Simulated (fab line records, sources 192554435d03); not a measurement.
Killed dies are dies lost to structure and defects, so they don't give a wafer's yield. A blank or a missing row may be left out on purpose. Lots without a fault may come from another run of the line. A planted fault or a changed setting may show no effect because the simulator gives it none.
Chamber matching | flow n5_finfet | N5_DUMMY_GATE_STRIP_40 on rie_diel-02: 4 sister chambers
The step strips in CF4. 18 wafers are shown with their chamber, then 9 later ones without.

WAFERS WITH THEIR CHAMBER
wafer  | chamber | showerhead_plenum_p_Torr (Torr) | oes_product_au (a.u.) | throttle_valve_pct (%)
L074.2 | 3       | 1.76                            | 0.68                  | 13.69
L074.3 | 0       | 1.87                            | 0.73                  | 13.87
L074.5 | 0       | 1.87                            | 0.73                  | 13.85
L075.1 | 2       | 1.80                            | 0.80                  | 13.50
L075.2 | 1       | 1.78                            | 0.91                  | 13.55
L075.6 | 1       | 1.78                            | 0.93                  | 13.55
L078.1 | 3       | 1.75                            | 0.68                  | 13.73
L078.3 | 0       | 1.87                            | 0.72                  | 13.88
L078.5 | 0       | 1.87                            | 0.72                  | 13.87
L084.1 | 0       | 1.86                            | 0.71                  | 13.90
L084.5 | 0       | 1.86                            | 0.72                  | 13.92
L084.6 | 3       | 1.75                            | 0.67                  | 13.75
L085.1 | 3       | 1.75                            | 0.67                  | 13.76
L085.4 | 1       | 1.77                            | 0.88                  | 13.59
L085.5 | 3       | 1.75                            | 0.67                  | 13.76
L088.2 | 2       | 1.79                            | 0.76                  | 13.57
L088.3 | 0       | 1.86                            | 0.71                  | 13.94
L088.5 | 3       | 1.75                            | 0.66                  | 13.78

SIGNATURES (means of the wafers above)
reading                  | chamber 0 | chamber 1 | chamber 2 | chamber 3 | scatter within a chamber
showerhead_plenum_p_Torr | 1.8657    | 1.7767    | 1.7950    | 1.7517    | 0.00515
oes_product_au           | 0.7200    | 0.9067    | 0.7800    | 0.6717    | 0.014
throttle_valve_pct       | 13.8900   | 13.5633   | 13.5350   | 13.7450   | 0.0321
Rule: a wafer's distance from a chamber is the root of the sum, over the readings, of the square of ((its reading less the chamber's mean) divided by the reading's scatter). The wafer belongs to the nearest chamber; if the next one is less than 2 further off, it can't be placed. The scatter: the root of (the sum of the squares of (reading less its chamber's mean) over the shown wafers, divided by (wafers less chambers)).

WAFERS WITHOUT THEIR CHAMBER
wafer  | showerhead_plenum_p_Torr (Torr) | oes_product_au (a.u.) | throttle_valve_pct (%)
L089.1 | 1.75                            | 0.66                  | 13.77
L089.3 | 1.86                            | 0.71                  | 13.92
L089.4 | 1.79                            | 0.76                  | 13.57
L091.1 | 1.79                            | 0.76                  | 13.58
L091.2 | 1.77                            | 0.87                  | 13.61
L091.4 | 1.75                            | 0.67                  | 13.78
L092.4 | 1.79                            | 0.75                  | 13.59
L092.5 | 1.86                            | 0.70                  | 13.93
L092.6 | 1.77                            | 0.86                  | 13.64

WHICH CHAMBER EACH WENT THROUGH
wafer  | from the rows above | in truth
L089.1 | 3                   | 3
L089.3 | 0                   | 0
L089.4 | 2                   | 2
L091.1 | 2                   | 2
L091.2 | 1                   | 1
L091.4 | 3                   | 3
L092.4 | 2                   | 2
L092.5 | 0                   | 0
L092.6 | 1                   | 1
Placed correctly: 9 of 9. Can't be placed from these rows: 0. Placed wrongly: 0.
